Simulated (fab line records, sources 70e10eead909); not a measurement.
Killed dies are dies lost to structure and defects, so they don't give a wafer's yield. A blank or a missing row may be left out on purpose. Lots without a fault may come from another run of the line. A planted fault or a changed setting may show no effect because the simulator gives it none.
Chamber matching | flow nand_harc | NHARC_A_STAIRCASE_TRIM_12 on rie_diel-04: 4 sister chambers
The step chemistry O2, time 211.2 s. 4 wafers are shown with their chamber, then 10 later ones without.

WAFERS WITH THEIR CHAMBER
wafer  | chamber | showerhead_plenum_p_Torr (Torr)
L086.1 | 3       | 3.29
L086.4 | 2       | 3.44
L089.3 | 0       | 3.56
L089.4 | 1       | 3.53

WAFERS WITHOUT THEIR CHAMBER
wafer  | showerhead_plenum_p_Torr (Torr)
L089.5 | 3.43
L090.1 | 3.56
L090.3 | 3.53
L090.6 | 3.56
L094.1 | 3.56
L094.4 | 3.43
L094.5 | 3.81
L096.1 | 3.43
L096.5 | 3.43
L096.6 | 3.80

WHICH CHAMBER EACH WENT THROUGH
wafer  | from the rows above               | in truth
L089.5 | can't be placed: 2 or 1 or 0 or 3 | 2
L090.1 | can't be placed: 0 or 1 or 2      | 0
L090.3 | can't be placed: 1 or 0 or 2      | 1
L090.6 | can't be placed: 0 or 1 or 2      | 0
L094.1 | can't be placed: 0 or 1 or 2      | 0
L094.4 | can't be placed: 2 or 1 or 0 or 3 | 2
L094.5 | can't be placed: 0 or 1 or 2      | 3
L096.1 | can't be placed: 2 or 1 or 0 or 3 | 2
L096.5 | can't be placed: 2 or 1 or 0 or 3 | 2
L096.6 | can't be placed: 0 or 1 or 2      | 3
Placed correctly: 0 of 10. Can't be placed from these rows: 10 (the true chamber is among the candidates in 8). Placed wrongly: 0.
How it was worked out, from the rows above alone: a wafer's distance from a chamber is the root of the sum, over the readings, of the square of ((its reading less the chamber's mean) divided by the reading's scatter). The wafer belongs to the nearest chamber; if the next one is less than 2 further off, it can't be placed. A chamber's mean is the mean of its shown wafers. The scatter: with one shown wafer a chamber, the root of the mean of the squares of how far each hidden wafer lies from its nearest shown one.
